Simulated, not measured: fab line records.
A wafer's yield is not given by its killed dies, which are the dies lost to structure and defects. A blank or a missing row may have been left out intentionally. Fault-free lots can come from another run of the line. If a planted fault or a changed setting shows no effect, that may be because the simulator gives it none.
Which of the tools did it? | flow nandHarc | 12 lots, 36 wafers sampled, at 4 steps of a route of 1159

== WHAT THE GAUGES READ, wafer by wafer ==
The record holds no reading of a measuring or inspecting step that can be judged against a usual standard deviation.

== WHAT TOOL EACH LOT RAN ON (gives the tool, then ch and the chambers of the sampled wafers, and finally the start) ==
lot  | NHARC_A_ONON_D1_DEP_33          | NHARC_A_CHANNEL_HOLE_D1_ETCH_38   | NHARC_A_CHANNEL_HOLE_D1_ETCH_22 | NHARC_A_CHANNEL_HOLE_D1_ETCH_24
L655 | pecvd-01 ch 0,1, day 7 23:56    | rieDiel-02 ch 0,3, day 8 03:26    | harEtch-01 ch 0,1, day 8 05:25  | harEtch-01 ch 0,1, day 8 06:40
L659 | pecvd-02 ch 0,1,2, day 8 16:56  | rieDiel-01 ch 1,3, day 9 01:57    | harEtch-02 ch 0,1, day 9 04:06  | harEtch-02 ch 0,1, day 9 05:25
L661 | pecvd-01 ch 1,2, day 9 16:59    | rieDiel-10 ch 0,1,3, day 9 20:52  | harEtch-01 ch 0,1, day 9 23:01  | harEtch-01 ch 0,1, day 10 00:22
L668 | pecvd-01 ch 1,2, day 11 21:30   | rieDiel-01 ch 0,1,3, day 12 01:19 | harEtch-02 ch 0,1, day 12 03:16 | harEtch-02 ch 0,1, day 12 04:33
L670 | pecvd-02 ch 0,1,2, day 12 05:23 | rieDiel-01 ch 0,2,3, day 12 09:50 | harEtch-01 ch 0,1, day 12 11:49 | harEtch-01 ch 0,1, day 12 13:04
L671 | pecvd-03 ch 0,1,2, day 12 05:29 | rieDiel-02 ch 1,3, day 12 10:01   | harEtch-02 ch 0,1, day 12 12:11 | harEtch-02 ch 0,1, day 12 13:26
L673 | pecvd-03 ch 0,1,2, day 12 13:38 | rieDiel-01 ch 0,1,2, day 12 18:14 | harEtch-01 ch 0,1, day 12 20:17 | harEtch-01 ch 0,1, day 12 21:35
L674 | pecvd-02 ch 1,2, day 12 13:52   | rieDiel-02 ch 0,1, day 12 18:45   | harEtch-02 ch 0,1, day 12 23:13 | harEtch-02 ch 0,1, day 13 00:29
L675 | pecvd-01 ch 0,2, day 13 03:04   | rieDiel-10 ch 0,2,3, day 13 06:37 | harEtch-01 ch 0,1, day 13 08:40 | harEtch-01 ch 0,1, day 13 09:58
L676 | pecvd-02 ch 0,1,2, day 13 03:10 | rieDiel-01 ch 1,2,3, day 13 06:50 | harEtch-02 ch 1, day 13 08:53   | harEtch-02 ch 1, day 13 10:11
L677 | pecvd-01 ch 0,1, day 13 08:48   | rieDiel-02 ch 0,1,2, day 13 13:17 | harEtch-01 ch 1, day 13 15:22   | harEtch-01 ch 1, day 13 16:40
L678 | pecvd-02 ch 0,2, day 13 12:52   | rieDiel-10 ch 0,1,2, day 13 16:19 | harEtch-02 ch 0,1, day 13 18:17 | harEtch-02 ch 0,1, day 13 19:33
- NHARC_A_ONON_D1_DEP_33: deposits SiO2, target thk 200 nm.
- NHARC_A_CHANNEL_HOLE_D1_ETCH_38: etches the open film in CF4, target depth 39 nm, time 65 s.
- NHARC_A_CHANNEL_HOLE_D1_ETCH_22: etches the open film in C4F8/O2/Ar, time 666.7 s, target depth 1600 nm.
- NHARC_A_CHANNEL_HOLE_D1_ETCH_24: etches the open film in C4F8/O2/Ar, time 906.2 s, target depth 1500 nm.

== AS READ BY THE TOOLS THEMSELVES (means over the sampled wafers that have a number; for cases with no such wafer, the mark the record gives instead) ==
NHARC_A_ONON_D1_DEP_33.
lot  | tool     | heaterPowerW (W) | showerheadVppV (V) | throttleValvePct (%)
L655 | pecvd-01 | 557              | 1844               | 16.2
L659 | pecvd-02 | 601              | 1948               | 15.9
L661 | pecvd-01 | 604              | 1891               | 15.9
L668 | pecvd-01 | 561              | 1903               | 15.8
L670 | pecvd-02 | 597              | 1939               | 16.3
L671 | pecvd-03 | 557              | 1844               | 15.9
L673 | pecvd-03 | 594              | 1800               | 15.9
L674 | pecvd-02 | 630              | 1969               | 15.8
L675 | pecvd-01 | 610              | 1959               | 15.4
L676 | pecvd-02 | 578              | 1957               | 16.3
L677 | pecvd-01 | 491              | 1922               | 16.1
L678 | pecvd-02 | 567              | 1894               | 16.5

NHARC_A_CHANNEL_HOLE_D1_ETCH_38.
lot  | tool       | drypumpMotorCurrentA (A) | oesProductAu (a.u.) | rfVppV (V) | showerheadPlenumPTorr (Torr) | throttleValvePct (%)
L655 | rieDiel-02 | 5.4                      | 1.002               | 149.9      | 1.71                         | 13.291
L659 | rieDiel-01 | 5.5                      | 1.002               | 151.1      | 1.77                         | 13.269
L661 | rieDiel-10 | 5.2                      | 0.936               | 151.3      | 1.72                         | 13.283
L668 | rieDiel-01 | 6.0                      | 0.998               | 151.7      | 1.79                         | 13.280
L670 | rieDiel-01 | 6.2                      | 1.009               | 152.4      | 1.80                         | 13.280
L671 | rieDiel-02 | 5.3                      | 1.002               | 151.1      | 1.70                         | 13.283
L673 | rieDiel-01 | 6.5                      | 1.001               | 151.2      | 1.79                         | 13.275
L674 | rieDiel-02 | 5.7                      | 1.000               | 151.4      | 1.76                         | 13.287
L675 | rieDiel-10 | 5.5                      | 1.003               | 150.3      | 1.72                         | 13.288
L676 | rieDiel-01 | 6.0                      | 1.003               | 151.8      | 1.76                         | 13.286
L677 | rieDiel-02 | 5.7                      | 1.003               | 151.6      | 1.78                         | 13.279
L678 | rieDiel-10 | 5.3                      | 0.998               | 151.0      | 1.71                         | 13.291

NHARC_A_CHANNEL_HOLE_D1_ETCH_22.
lot  | tool       | drypumpMotorCurrentA (A) | escClampCurrentUA | heBacksideLeakSccm (sccm) | o2FlowSccm (sccm) | showerheadPlenumPTorr (Torr) | throttleValvePct (%)
L655 | harEtch-01 | 5.3                      | 0.0205            | 5.6                       | 35.60             | 3.76                         | 32.152
L659 | harEtch-02 | 6.1                      | 0.0210            | 5.9                       | 35.62             | 3.59                         | 32.143
L661 | harEtch-01 | 5.3                      | 0.0206            | 5.6                       | 35.78             | 3.75                         | 32.154
L668 | harEtch-02 | 6.0                      | 0.0211            | 5.9                       | 35.82             | 3.61                         | 32.155
L670 | harEtch-01 | 5.3                      | 0.0206            | 5.5                       | 35.66             | 3.73                         | 32.152
L671 | harEtch-02 | 6.0                      | 0.0210            | 5.8                       | 35.72             | 3.57                         | 32.164
L673 | harEtch-01 | 5.6                      | 0.0209            | 5.7                       | 35.67             | 3.76                         | 32.145
L674 | harEtch-02 | 6.0                      | 0.0210            | 7.4                       | 35.68             | 3.56                         | 32.159
L675 | harEtch-01 | 5.3                      | 0.0206            | 5.2                       | 35.87             | 3.73                         | 32.165
L676 | harEtch-02 | 6.0                      | 0.0211            | 5.8                       | 35.64             | 3.63                         | 32.157
L677 | harEtch-01 | 5.1                      | 0.0204            | 5.2                       | 35.74             | 3.69                         | 32.156
L678 | harEtch-02 | 6.0                      | 0.0211            | 5.9                       | 35.68             | 3.60                         | 32.155

NHARC_A_CHANNEL_HOLE_D1_ETCH_24.
lot  | tool       | drypumpMotorCurrentA (A) | escClampCurrentUA | heBacksideLeakSccm (sccm) | o2FlowSccm (sccm) | showerheadPlenumPTorr (Torr) | throttleValvePct (%)
L655 | harEtch-01 | 5.3                      | 0.0205            | 5.6                       | 31.17             | 3.75                         | 32.237
L659 | harEtch-02 | 6.0                      | 0.0210            | 5.6                       | 31.18             | 3.58                         | 32.230
L661 | harEtch-01 | 5.3                      | 0.0205            | 5.6                       | 31.14             | 3.74                         | 32.236
L668 | harEtch-02 | 6.0                      | 0.0211            | 5.9                       | 31.24             | 3.60                         | 32.236
L670 | harEtch-01 | 5.3                      | 0.0206            | 5.6                       | 31.20             | 3.73                         | 32.231
L671 | harEtch-02 | 6.0                      | 0.0210            | 7.2                       | 31.34             | 3.56                         | 32.237
L673 | harEtch-01 | 5.6                      | 0.0208            | 6.0                       | 31.29             | 3.76                         | 32.233
L674 | harEtch-02 | 6.1                      | 0.0211            | 5.9                       | 31.12             | 3.56                         | 32.244
L675 | harEtch-01 | 5.3                      | 0.0206            | 5.8                       | 31.22             | 3.72                         | 32.236
L676 | harEtch-02 | 6.0                      | 0.0212            | 6.0                       | 31.11             | 3.63                         | 32.230
L677 | harEtch-01 | 5.1                      | 0.0204            | 5.5                       | 31.21             | 3.68                         | 32.233
L678 | harEtch-02 | 6.0                      | 0.0211            | 6.0                       | 31.17             | 3.59                         | 32.237

== THE ANSWER, worked out from the rows above alone ==
Rule: the lots themselves supply what counts as usual. The widest of any qualifying gaps counts: lots, ordered by their means at a reading, are off when they make up no more than a third of the lots, leave a main group of 4 or more, and stand apart from it by 3 or more times the standard deviation of that group's means. A main group is skipped when, at the precision printed for the reading in the tables above, its means are all equal. Also off: a lot with no number at a reading for which 4 or more lots have one. All remaining lots with rows at the step are treated as sound. After the gauges, taken in route order, come the tools' own readings; for these a lot's mean is taken, as printed above. The first step at which some lot is off is used, and at that step the reading that is off furthest; a lot without a number counts as furthest.
Off at NHARC_A_CHANNEL_HOLE_D1_ETCH_38 (oesProductAu): L661. Main group: mean 1.002 a.u., sd 0.0028.
If a tool, at that step or one of the process steps before it, ran each lot that is off and ran no sound lot following the first of them, it fits. None of those tried fits.

== WHAT THE SIMULATOR HAD PUT IN ==
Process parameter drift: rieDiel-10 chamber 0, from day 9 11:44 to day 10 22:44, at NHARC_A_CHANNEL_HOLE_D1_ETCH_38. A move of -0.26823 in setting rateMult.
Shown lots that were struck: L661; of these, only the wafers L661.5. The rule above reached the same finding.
